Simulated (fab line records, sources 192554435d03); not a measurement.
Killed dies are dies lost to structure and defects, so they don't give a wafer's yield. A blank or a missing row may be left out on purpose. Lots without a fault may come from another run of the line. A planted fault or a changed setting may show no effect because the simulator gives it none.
Chamber matching | flow n5_finfet | N5_GATE_CUT_HM_OPEN_40 on rie_diel-06: 4 sister chambers
The step chemistry C4F6/O2, target SiO2, target depth 139 nm, time 85.1 s. 14 wafers are shown with their chamber, then 7 later ones without.

WAFERS WITH THEIR CHAMBER
wafer  | chamber | showerhead_plenum_p_Torr (Torr) | throttle_valve_pct (%) | rf_vpp_V (V)
L074.2 | 2       | 2.94                            | 21.16                  | 667
L074.3 | 0       | 2.99                            | 20.62                  | 662
L074.6 | 3       | 2.74                            | 21.04                  | 652
L076.1 | 1       | 2.84                            | 21.18                  | 653
L076.3 | 3       | 2.74                            | 21.05                  | 652
L076.5 | 1       | 2.84                            | 21.18                  | 653
L079.1 | 0       | 2.99                            | 20.64                  | 661
L079.4 | 3       | 2.73                            | 21.06                  | 652
L079.6 | 0       | 2.99                            | 20.64                  | 660
L082.1 | 3       | 2.73                            | 21.06                  | 652
L082.2 | 2       | 2.94                            | 21.19                  | 665
L082.5 | 1       | 2.83                            | 21.20                  | 653
L088.1 | 3       | 2.73                            | 21.09                  | 651
L088.2 | 2       | 2.93                            | 21.22                  | 666

SIGNATURES (means of the wafers above)
reading                  | chamber 0 | chamber 1 | chamber 2 | chamber 3 | scatter within a chamber
showerhead_plenum_p_Torr | 2.9900    | 2.8367    | 2.9367    | 2.7340    | 0.00503
throttle_valve_pct       | 20.6333   | 21.1867   | 21.1900   | 21.0600   | 0.0193
rf_vpp_V                 | 661.00    | 653.00    | 666.00    | 651.80    | 0.693
Rule: a wafer's distance from a chamber is the root of the sum, over the readings, of the square of ((its reading less the chamber's mean) divided by the reading's scatter). The wafer belongs to the nearest chamber; if the next one is less than 2 further off, it can't be placed. The scatter: the root of (the sum of the squares of (reading less its chamber's mean) over the shown wafers, divided by (wafers less chambers)).

WAFERS WITHOUT THEIR CHAMBER
wafer  | showerhead_plenum_p_Torr (Torr) | throttle_valve_pct (%) | rf_vpp_V (V)
L088.4 | 2.98                            | 20.63                  | 661
L089.3 | 2.83                            | 21.22                  | 654
L089.5 | 2.83                            | 21.22                  | 654
L089.6 | 2.98                            | 20.67                  | 661
L097.3 | 2.82                            | 21.23                  | 655
L097.5 | 2.97                            | 20.69                  | 661
L097.6 | 2.82                            | 21.24                  | 653

WHICH CHAMBER EACH WENT THROUGH
wafer  | from the rows above | in truth
L088.4 | 0                   | 0
L089.3 | 1                   | 1
L089.5 | 1                   | 1
L089.6 | 0                   | 0
L097.3 | 1                   | 1
L097.5 | 0                   | 0
L097.6 | 1                   | 1
Placed correctly: 7 of 7. Can't be placed from these rows: 0. Placed wrongly: 0.
